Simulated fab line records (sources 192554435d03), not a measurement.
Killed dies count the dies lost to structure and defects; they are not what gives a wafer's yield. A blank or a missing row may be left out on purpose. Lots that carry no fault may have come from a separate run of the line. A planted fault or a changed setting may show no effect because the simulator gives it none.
Split-lot trial | flow n5 finfet | on a route of 1938 steps: 7 lots, 21 wafers read

== ABOUT THE SPLIT ==
At N5_MOL_CONTACT_COAG_EXPOSE_05 (exposes mask CA, defocus 0 nm), the setting dose mj was moved away from the recipe's 38.25 on 5 of the 21 wafers read, by -4.6% to -2.2%. For the rest of the wafers, this setting stayed at what the recipe calls for.

== FROM THE SPLIT TO THE READING: what the file shows between them, 4 steps ==
- N5_MOL_CONTACT_COAG_PEB_06: peb time 60 s
- N5_MOL_CONTACT_COAG_DEVELOP_07: develop time 30 s
- N5_MOL_CONTACT_COAG_DESCUM_13: chemistry O2, time 7 s
- N5_MOL_CONTACT_COAG_ETCH_59: etches underlayer in N2/H2, target depth 13 nm, time 10.4 s

== THE READING ==
MOL_CONTACT_COAG.cd offset nm (the simulator's own value, which no gauge read), in nm, at N5_MOL_CONTACT_COAG_ETCH_105 (etches SiARC in CF4, target depth 15.6 nm, time 26 s). There is no usual value for it anywhere in the file. Across the 16 wafers here that went through the recipe, the average is 0.0 nm and the standard deviation 0.17 nm.

wafer  | tool, chamber at the split | dose mj as run | against the recipe | MOL_CONTACT_COAG.cd offset nm, nm | against lot-mates on the recipe
L075.1 | euv scanner-02, 0          | 36.76          | -3.9%              | -0.8                              | -0.8
L075.3 | euv scanner-02, 0          | 38.25          | recipe             | 0                                 | -
L075.4 | euv scanner-02, 0          | 36.76          | -3.9%              | -1.2                              | -1.2
L083.1 | euv scanner-02, 0          | 38.25          | recipe             | 0                                 | -
L083.3 | euv scanner-02, 0          | 38.25          | recipe             | 0                                 | -
L083.4 | euv scanner-02, 0          | 38.25          | recipe             | 0.2                               | -
L085.1 | euv scanner-02, 0          | 36.49          | -4.6%              | -1                                | -1.4
L085.3 | euv scanner-02, 0          | 38.25          | recipe             | 0.4                               | -
L085.4 | euv scanner-02, 0          | 36.49          | -4.6%              | -1.2                              | -1.6
L088.1 | euv scanner-02, 0          | 38.25          | recipe             | 0                                 | -
L088.6 | euv scanner-02, 0          | 38.25          | recipe             | 0                                 | -
L088.3 | euv scanner-02, 0          | 38.25          | recipe             | -0.2                              | -
L091.1 | euv scanner-02, 0          | 38.25          | recipe             | 0                                 | -
L091.4 | euv scanner-02, 0          | 38.25          | recipe             | -0.4                              | -
L091.5 | euv scanner-02, 0          | 38.25          | recipe             | -0.2                              | -
L095.3 | euv scanner-01, 0          | 38.25          | recipe             | 0                                 | -
L095.6 | euv scanner-01, 0          | 38.25          | recipe             | 0                                 | -
L095.4 | euv scanner-01, 0          | 37.41          | -2.2%              | -0.4                              | -0.4
L096.1 | euv scanner-01, 0          | 38.25          | recipe             | 0                                 | -
L096.6 | euv scanner-01, 0          | 38.25          | recipe             | 0                                 | -
L096.5 | euv scanner-01, 0          | 38.25          | recipe             | 0.2                               | -

THE FIT
A straight line over all 21 wafers: MOL_CONTACT_COAG.cd offset nm changes by +0.243 nm for each +1% of dose mj; r = +0.92; the points scatter about the line by 0.18 nm.
The same after taking each lot's own level away (the mean of its wafers on the recipe; 21 wafers): +0.292 nm for each +1%; r = +0.96; scatter 0.15 nm.
According to that fit, moving dose mj by its largest amount changes the reading by 1.3 nm.
The span of the lots' own levels, -0.20 to 0.40 nm, comes to 3.5 times the standard deviation stated above.
Hence the slope depends on the lot-to-lot level, as the two fits are not the same.
Check: for one of the wafers moved furthest among these (-4.6%), held out of the fit, the line's prediction against its lot-mates is -1.31 nm. Against them it came out at -1.4 nm.

== ADDITIONAL SPLITS CARRIED BY THESE WAFERS ==
Before the reading, these wafers also passed through other splits. Each is held against what the fit with the lots' levels taken away leaves over:
other split on the same wafers           | wafers away from the commonest value | r with MOL_CONTACT_COAG.cd offset nm (lot level and that fit taken away)
N5_WELL_APT_COAT_02 spin rpm             | 8                                    | +0.09
N5_PMOS_HMC_CHANNEL_EPI_HM_DEP_34 time s | 6                                    | -0.20
N5_DUMMY_GATE_COAT_35 spin rpm           | 7                                    | -0.15
N5_SD_EPI_N_ETCH_45 target depth a       | 7                                    | -0.27
N5_ILD0_CMP_03 down force psi            | 6                                    | -0.13
N5_HKMG_FIN_EXPOSE_46 dose mj            | 8                                    | +0.07
N5_HKMG_FIN_DEVELOP_48 develop time s    | 5                                    | -0.47

== THE WHOLE CHAIN: every reading that the file lists as answering this split, in the file's order ==
step                         | what it does                                                | reading                                                                        | change (the file's fit)               | r (the file's)
N5_MOL_CONTACT_COAG_ETCH_59  | etches underlayer in N2/H2, target depth 13 nm, time 10.4 s | MOL_CONTACT_COAG.cd offset nm (the simulator's own value, which no gauge read) | +0.261 nm for each +1% of the setting | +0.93
N5_MOL_CONTACT_COAG_ETCH_105 | etches SiARC in CF4, target depth 15.6 nm, time 26 s        | MOL_CONTACT_COAG.cd offset nm (the simulator's own value, which no gauge read) | +0.284 nm for each +1% of the setting | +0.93

== THE FILE'S OWN FIT ==
MOL_CONTACT_COAG.cd offset nm changes by +0.284 nm for each +1% of dose mj, r = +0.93.
